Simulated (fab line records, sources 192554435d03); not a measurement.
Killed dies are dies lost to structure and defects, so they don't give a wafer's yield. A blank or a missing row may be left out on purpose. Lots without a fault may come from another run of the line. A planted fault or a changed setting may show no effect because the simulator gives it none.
Chamber matching | flow n5_finfet | N5_BEOL_M13_ILD_DEP_00 on pecvd-04: 3 sister chambers
The step deposits SiOC from DEMS/O2, target thk 837.92 nm, time 166.4 s. 6 wafers are shown with their chamber, then 7 later ones without.

WAFERS WITH THEIR CHAMBER
wafer  | chamber | heater_power_w (W) | throttle_valve_pct (%)
L082.1 | 0       | 412                | 12.6
L086.2 | 1       | 517                | 12.2
L086.3 | 2       | 427                | 12.5
L086.6 | 2       | 470                | 12.4
L093.2 | 0       | 400                | 12.2
L093.3 | 1       | 501                | 12.0

WAFERS WITHOUT THEIR CHAMBER
wafer  | heater_power_w (W) | throttle_valve_pct (%)
L093.4 | 532                | 12.1
L095.2 | 553                | 12.0
L095.5 | 490                | 12.7
L095.6 | 572                | 11.9
L094.3 | 525                | 12.1
L094.4 | 506                | 12.5
L094.6 | 558                | 11.8

WHICH CHAMBER EACH WENT THROUGH
wafer  | from the rows above     | in truth
L093.4 | 1                       | 1
L095.2 | 1                       | 1
L095.5 | can't be placed: 2 or 1 | 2
L095.6 | 1                       | 1
L094.3 | 1                       | 1
L094.4 | can't be placed: 1 or 2 | 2
L094.6 | 1                       | 1
Placed correctly: 5 of 7. Can't be placed from these rows: 2 (the true chamber is among the candidates in 2). Placed wrongly: 0.
How it was worked out, from the rows above alone: a wafer's distance from a chamber is the root of the sum, over the readings, of the square of ((its reading less the chamber's mean) divided by the reading's scatter). The wafer belongs to the nearest chamber; if the next one is less than 2 further off, it can't be placed. A chamber's mean is the mean of its shown wafers. The scatter: the root of (the sum of the squares of (reading less its chamber's mean) over the shown wafers, divided by (wafers less chambers)).
